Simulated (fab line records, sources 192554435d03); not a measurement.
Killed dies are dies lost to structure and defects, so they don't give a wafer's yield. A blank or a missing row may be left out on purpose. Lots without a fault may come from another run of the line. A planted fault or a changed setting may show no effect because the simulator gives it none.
Chamber matching | flow n5_finfet | N5_BEOL_M12_ILD_DEP_00 on pecvd-01: 3 sister chambers
The step deposits SiOC from DEMS/O2, target thk 658.92 nm, time 130.7 s. 3 wafers are shown with their chamber, then 11 later ones without.

WAFERS WITH THEIR CHAMBER
wafer  | chamber | heater_power_w (W)
L087.5 | 0       | 516
L090.1 | 1       | 416
L094.3 | 2       | 748

WAFERS WITHOUT THEIR CHAMBER
wafer  | heater_power_w (W)
L094.5 | 600
L094.6 | 429
L093.1 | 662
L093.3 | 351
L093.5 | 385
L095.2 | 485
L095.4 | 586
L095.5 | 517
L097.1 | 675
L097.3 | 529
L097.4 | 542

WHICH CHAMBER EACH WENT THROUGH
wafer  | from the rows above          | in truth
L094.5 | can't be placed: 0 or 2 or 1 | 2
L094.6 | can't be placed: 1 or 0      | 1
L093.1 | can't be placed: 2 or 0      | 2
L093.3 | can't be placed: 1 or 0      | 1
L093.5 | can't be placed: 1 or 0      | 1
L095.2 | can't be placed: 0 or 1      | 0
L095.4 | can't be placed: 0 or 2 or 1 | 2
L095.5 | can't be placed: 0 or 1      | 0
L097.1 | can't be placed: 2 or 0      | 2
L097.3 | can't be placed: 0 or 1      | 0
L097.4 | can't be placed: 0 or 1      | 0
Placed correctly: 0 of 11. Can't be placed from these rows: 11 (the true chamber is among the candidates in 11). Placed wrongly: 0.
How it was worked out, from the rows above alone: a wafer's distance from a chamber is the root of the sum, over the readings, of the square of ((its reading less the chamber's mean) divided by the reading's scatter). The wafer belongs to the nearest chamber; if the next one is less than 2 further off, it can't be placed. A chamber's mean is the mean of its shown wafers. The scatter: with one shown wafer a chamber, the root of the mean of the squares of how far each hidden wafer lies from its nearest shown one.
